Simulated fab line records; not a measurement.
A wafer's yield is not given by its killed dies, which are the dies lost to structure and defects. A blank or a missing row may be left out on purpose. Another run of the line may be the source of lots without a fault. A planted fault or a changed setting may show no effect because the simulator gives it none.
Matching of chambers	flow n5Finfet	rieDiel-06 running N5_BEOL_M15_ETCH_61: 4 sister chambers
The step etches BARC in N2/H2, target depth 89 nm, overetch 26.7 nm, time 67.9 s. 4 wafers are shown with their chamber, then 8 later ones without.

WAFERS WITH THEIR CHAMBER
wafer	chamber	showerheadPlenumPTorr (Torr)
L075.6	2	2.35
L078.1	3	2.51
L081.3	0	2.47
L086.2	1	2.53

WAFERS WITH NO CHAMBER GIVEN
wafer	showerheadPlenumPTorr (Torr)
L086.4	2.47
L086.6	2.53
L091.1	2.53
L091.4	2.35
L091.5	2.53
L095.2	2.52
L095.4	2.49
L095.5	2.34

WHICH CHAMBER EACH ONE RAN IN
wafer	from the rows above	in truth
L086.4	0	0
L086.6	1	1
L091.1	1	1
L091.4	2	2
L091.5	1	1
L095.2	can't be placed: 1 or 3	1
L095.4	can't be placed: 3 or 0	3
L095.5	2	2
6 of 8 placed correctly. These rows do not allow placing 2 (true chamber among the candidates in 2). Number placed wrongly: 0.
How it was worked out, from the rows above alone: a wafer's distance from a chamber is the root of the sum, over the readings, of the square of ((its reading less the chamber's mean) divided by the reading's scatter). The wafer belongs to the nearest chamber; if the next one is less than 2 further off, it can't be placed. Each chamber's mean is taken over the wafers shown for it. The scatter: root of mean squared gap, hidden wafer to nearest shown wafer, with one shown wafer a chamber.
